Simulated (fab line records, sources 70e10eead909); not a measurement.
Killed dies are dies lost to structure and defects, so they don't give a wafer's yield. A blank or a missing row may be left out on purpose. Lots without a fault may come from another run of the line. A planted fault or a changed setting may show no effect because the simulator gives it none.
Tool commonality check | flow nand_harc | 1 lot, 1 wafer sampled

WHY IT WAS OPENED
At NHARC_END_SORT_01 the reading killed_at_array is flagged on 1 of 1 lot. Wafers without a fault read 65, standard deviation 19.
Rule: a lot is flagged when every wafer of it that has a number lies more than 4 standard deviations from that mean, or none has a number. The other lots count as sound.

lot  | measured     | on        | killed_at_array, wafer by wafer | flag
L732 | day 34 07:50 | prober-02 | 155                             | FLAGGED
The numbers of the flagged lots are 155 on average: +90 against the usual, or +5 standard deviations.

WHICH TOOL RAN EACH LOT
The record holds 5 process steps before the reading, out of a route of 1302 steps. In each cell: the tool, then ch and the chambers that the sampled wafers went through, then the start.
lot  | flag    | NHARC_A_STAIRCASE_ETCHBACK_416            | NHARC_A_STAIRCASE_STRIP_476    | NHARC_A_STAIRCASE_DEP_417   | NHARC_A_STAIRCASE_CMP_152 | NHARC_A_SGD_CUT_DEP_00
L732 | FLAGGED | rie_diel-05 ch 3, day 25 06:13 or earlier | rie_diel-05 ch 1, day 25 06:13 | pecvd-04 ch 2, day 25 06:20 | cmp-01 ch 0, day 27 04:54 | pecvd-01 ch 1, day 27 09:37
What these steps do:
- NHARC_A_STAIRCASE_ETCHBACK_416: etches the open film in C4F8/O2/Ar, target depth 36 nm, time 7.2 s.
- NHARC_A_STAIRCASE_STRIP_476: strips in O2, time 20 s.
- NHARC_A_STAIRCASE_DEP_417: deposits Si3N4, target thk 60 nm.
- NHARC_A_STAIRCASE_CMP_152: polishes.
- NHARC_A_SGD_CUT_DEP_00: deposits SiNx, target thk 50 nm.
- NHARC_END_SORT_01

FLAGGED OVER TOTAL, TOOL BY TOOL (the gauges that took the reading come last)
step                           | tool        | lots run | flagged | share of the flagged lots | sound lots run after its first flagged lot
NHARC_A_STAIRCASE_ETCHBACK_416 | rie_diel-05 | 1        | 1       | all                       | 0
NHARC_A_STAIRCASE_STRIP_476    | rie_diel-05 | 1        | 1       | all                       | 0
NHARC_A_STAIRCASE_DEP_417      | pecvd-04    | 1        | 1       | all                       | 0
NHARC_A_STAIRCASE_CMP_152      | cmp-01      | 1        | 1       | all                       | 0
NHARC_A_SGD_CUT_DEP_00         | pecvd-01    | 1        | 1       | all                       | 0
NHARC_END_SORT_01              | prober-02   | 1        | 1       | all                       | 0
NHARC_A_STAIRCASE_ETCHBACK_416 gives no start for some lots, so the hours and the order of its lots are those of NHARC_A_STAIRCASE_STRIP_476.

WHAT THE TABLE ALLOWS
6 rows of the table ran every flagged lot: rie_diel-05 at NHARC_A_STAIRCASE_ETCHBACK_416, rie_diel-05 at NHARC_A_STAIRCASE_STRIP_476, pecvd-04 at NHARC_A_STAIRCASE_DEP_417, cmp-01 at NHARC_A_STAIRCASE_CMP_152, pecvd-01 at NHARC_A_SGD_CUT_DEP_00, prober-02 at NHARC_END_SORT_01.
- rie_diel-05 at NHARC_A_STAIRCASE_ETCHBACK_416: 1 of its 1 lot flagged. It ran no sound lot before its first flagged lot in this sample, so the start can't be narrowed down.
- rie_diel-05 at NHARC_A_STAIRCASE_STRIP_476: 1 of its 1 lot flagged. It ran no sound lot before its first flagged lot in this sample, so the start can't be narrowed down.
- pecvd-04 at NHARC_A_STAIRCASE_DEP_417: 1 of its 1 lot flagged. It ran no sound lot before its first flagged lot in this sample, so the start can't be narrowed down.
- cmp-01 at NHARC_A_STAIRCASE_CMP_152: 1 of its 1 lot flagged. It ran no sound lot before its first flagged lot in this sample, so the start can't be narrowed down.
- pecvd-01 at NHARC_A_SGD_CUT_DEP_00: 1 of its 1 lot flagged. It ran no sound lot before its first flagged lot in this sample, so the start can't be narrowed down.
- prober-02 at NHARC_END_SORT_01: 1 of its 1 lot flagged. It ran no sound lot before its first flagged lot in this sample, so the start can't be narrowed down.
Counting lots can't tell these 5 tools apart, because each fits a fault that began at some hour. More lots, or a look at what each step does to the wafer, might.

WHAT THE SIMULATOR HAD PUT IN
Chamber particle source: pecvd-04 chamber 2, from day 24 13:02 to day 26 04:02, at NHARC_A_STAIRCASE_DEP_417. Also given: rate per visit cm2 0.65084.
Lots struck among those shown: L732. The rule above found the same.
